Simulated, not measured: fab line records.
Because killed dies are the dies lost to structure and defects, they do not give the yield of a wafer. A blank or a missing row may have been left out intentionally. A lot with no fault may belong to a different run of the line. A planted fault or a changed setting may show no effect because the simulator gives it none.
Which tool was responsible?	flow nandHarc	11 lots with 33 wafers sampled at 5 steps, on a route of 1302 steps

WHAT THE GAUGES SHOWED, per wafer
NHARC_A_ONON_D1_THK_MEAS_21: measures by ellipsometry.
lot	measured	on	thkNm (nm)
L845	day 8 22:47	filmMetro-02	985 984 985
L847	day 9 23:29	filmMetro-02	1004 1003 1004
L848	day 10 03:13	filmMetro-01	999 1001 1000
L851	day 11 17:01	filmMetro-01	1007 1006 1005
L852	day 12 06:53	filmMetro-01	996 999 996
L854	day 12 18:37	filmMetro-01	977 975 976
L862	day 16 04:28	filmMetro-01	1003 1004 1003
L863	day 16 04:28	filmMetro-02	979 977 977
L864	day 17 04:27	filmMetro-01	1015 1016 1014
L865	day 17 04:28	filmMetro-02	1015 1013 1014
L866	day 17 17:26	filmMetro-02	989 990 990

NHARC_A_ONON_D1_THK_MEAS_34: measures by ellipsometry.
lot	measured	on	thkNm (nm)
L845	day 9 00:58	filmMetro-01	200.0 201.5 204.4
L847	day 10 01:38	filmMetro-01	200.3 200.5 202.7
L848	day 10 05:23	filmMetro-02	203.6 203.1 203.4
L851	day 11 19:16	filmMetro-02	197.6 201.2 202.4
L852	day 12 09:06	filmMetro-02	198.6 199.8 201.4
L854	day 12 20:47	filmMetro-02	195.9 196.7 198.5
L862	day 16 06:37	filmMetro-01	201.3 199.7 202.9
L863	day 16 06:41	filmMetro-02	196.6 195.3 198.5
L864	day 17 06:37	filmMetro-01	198.3 199.0 201.6
L865	day 17 06:38	filmMetro-02	196.1 199.3 202.0
L866	day 17 19:36	filmMetro-02	195.3 196.6 199.8

NHARC_END_SORT_01.
lot	measured	on	killedAtArray	killedAtOther	killedAtPeriphery	killedDies	killedOpen	killedShort
L852	day 28 00:35	prober-01	51 56 48	0 2 0	3 4 4	54 62 52	0 4 2	3 3 4
L854	day 28 14:43	prober-02	38 319 41	1 4 1	7 9 11	46 332 53	3 5 3	5 0 5

WHAT TOOL EACH LOT RAN ON (gives the tool, then ch and the chambers of the sampled wafers, and finally the start)
lot	NHARC_A_CHANNEL_HOLE_D1_ETCH_39	NHARC_A_CHANNEL_HOLE_D1_ETCH_20
L845	rieDiel-07 ch 0,2,3, day 9 06:21	harEtch-01 ch 0,1, day 9 09:57
L847	rieDiel-12 ch 0,1,2, day 10 04:42	harEtch-02 ch 0,1, day 10 05:49
L848	rieDiel-07 ch 1,2, day 10 10:24	harEtch-02 ch 0, day 10 13:50
L851	rieDiel-12 ch 1,2, day 12 02:12	harEtch-02 ch 1, day 12 03:19
L852	rieDiel-08 ch 1,2,3, day 12 12:39	harEtch-02 ch 0,1, day 12 14:07
L854	rieDiel-12 ch 1,2,3, day 13 01:02	harEtch-01 ch 0, day 13 02:19
L862	rieDiel-07 ch 2,3, day 16 10:52	harEtch-01 ch 0,1, day 16 13:47
L863	rieDiel-12 ch 0,2,3, day 16 11:29	harEtch-02 ch 0,1, day 16 12:38
L864	rieDiel-12 ch 0,1,2, day 17 09:45	harEtch-02 ch 0,1, day 17 14:17
L865	rieDiel-08 ch 0,3, day 17 09:54	harEtch-01 ch 0,1, day 17 15:27
L866	rieDiel-12 ch 0,1, day 17 23:27	harEtch-02 ch 0,1, day 18 03:10
- NHARC_A_CHANNEL_HOLE_D1_ETCH_39: etches the open film in N2/H2, target depth 260 nm, time 325 s.
- NHARC_A_CHANNEL_HOLE_D1_ETCH_20: etches the open film in C4F8/O2/Ar, time 361.9 s, target depth 1600 nm.

WHAT THE TOOLS THEMSELVES READ (means of the sampled wafers that have a number; where no wafer has one, the mark that the record gives instead)
NHARC_A_CHANNEL_HOLE_D1_ETCH_39.
lot	tool	chamberPressureMTorr (mTorr)	drypumpMotorCurrentA (A)	h2FlowSccm (sccm)	mfcArSccm (sccm)	oesProductAu (a.u.)	rfFwdPowerW (W)	rfVppV (V)	showerheadPlenumPTorr (Torr)	throttleValvePct (%)
L845	rieDiel-07	29.991	5.8	150.2	0.006	0.988	400.0	432.6	2.10	14.166
L847	rieDiel-12	29.990	6.1	150.0	0.004	1.002	398.7	429.6	2.02	14.175
L848	rieDiel-07	30.000	5.6	149.5	0.007	0.994	400.2	429.9	2.04	14.185
L851	rieDiel-12	29.987	5.9	150.0	0.004	1.000	399.5	428.3	1.97	14.176
L852	rieDiel-08	29.984	5.7	149.3	0.021	0.998	398.7	428.6	1.96	14.150
L854	rieDiel-12	29.984	6.2	149.7	0.005	0.947	398.7	429.8	1.99	14.174
L862	rieDiel-07	29.983	5.7	150.1	0.006	0.993	400.0	430.6	2.05	14.170
L863	rieDiel-12	30.003	6.3	149.7	0.005	0.995	399.1	429.7	2.03	14.175
L864	rieDiel-12	29.998	6.1	149.9	0.004	0.995	399.3	429.4	2.02	14.170
L865	rieDiel-08	30.011	5.4	149.9	0.000	1.002	400.5	432.7	2.11	14.170
L866	rieDiel-12	30.011	5.9	150.1	0.000	1.000	398.6	430.6	2.05	14.169

NHARC_A_CHANNEL_HOLE_D1_ETCH_20.
lot	tool	chamberPressureMTorr (mTorr)	drypumpMotorCurrentA (A)	mfcArSccm (sccm)	showerheadPlenumPTorr (Torr)	throttleValvePct (%)
L845	harEtch-01	20.007	5.1	374.9	3.67	32.153
L847	harEtch-02	19.995	6.2	375.6	3.57	32.146
L848	harEtch-02	19.993	6.4	374.8	3.65	32.160
L851	harEtch-02	20.001	6.0	374.0	3.51	32.156
L852	harEtch-02	20.001	6.3	374.8	3.60	32.155
L854	harEtch-01	19.982	5.1	374.4	3.53	32.157
L862	harEtch-01	20.015	5.2	375.9	3.61	32.161
L863	harEtch-02	20.007	6.3	374.9	3.57	32.153
L864	harEtch-02	19.994	6.2	376.2	3.93	32.155
L865	harEtch-01	20.000	5.1	375.1	3.61	32.152
L866	harEtch-02	19.981	6.1	375.0	3.92	32.156

THE ANSWER, worked out from the rows above alone
Rule: the lots themselves supply what counts as usual. The widest of any qualifying gaps counts: lots, ordered by their means at a reading, are off when they make up no more than a third of the lots, leave a main group of 4 or more, and stand apart from it by 3 or more times the standard deviation of that group's means. A main group is skipped when, at the precision printed for the reading in the tables above, its means are all equal. A lot without any number at a reading at which 4 lots or more have one is off too. All remaining lots with rows at the step are treated as sound. Order of review: gauges by route order, followed by the tools' own readings, for which a lot's mean as printed above is used. At the first step where some lot is off, the reading lying furthest off is the one used; lots without a number count as furthest.
Off: L854, at NHARC_A_CHANNEL_HOLE_D1_ETCH_39 (oesProductAu). For the main group the mean is 0.997 a.u. and the standard deviation 0.0043.
If a tool, at that step or one of the process steps before it, ran each lot that is off and ran no sound lot following the first of them, it fits. None of those tried fits.

WHAT THE SIMULATOR HAD PUT IN
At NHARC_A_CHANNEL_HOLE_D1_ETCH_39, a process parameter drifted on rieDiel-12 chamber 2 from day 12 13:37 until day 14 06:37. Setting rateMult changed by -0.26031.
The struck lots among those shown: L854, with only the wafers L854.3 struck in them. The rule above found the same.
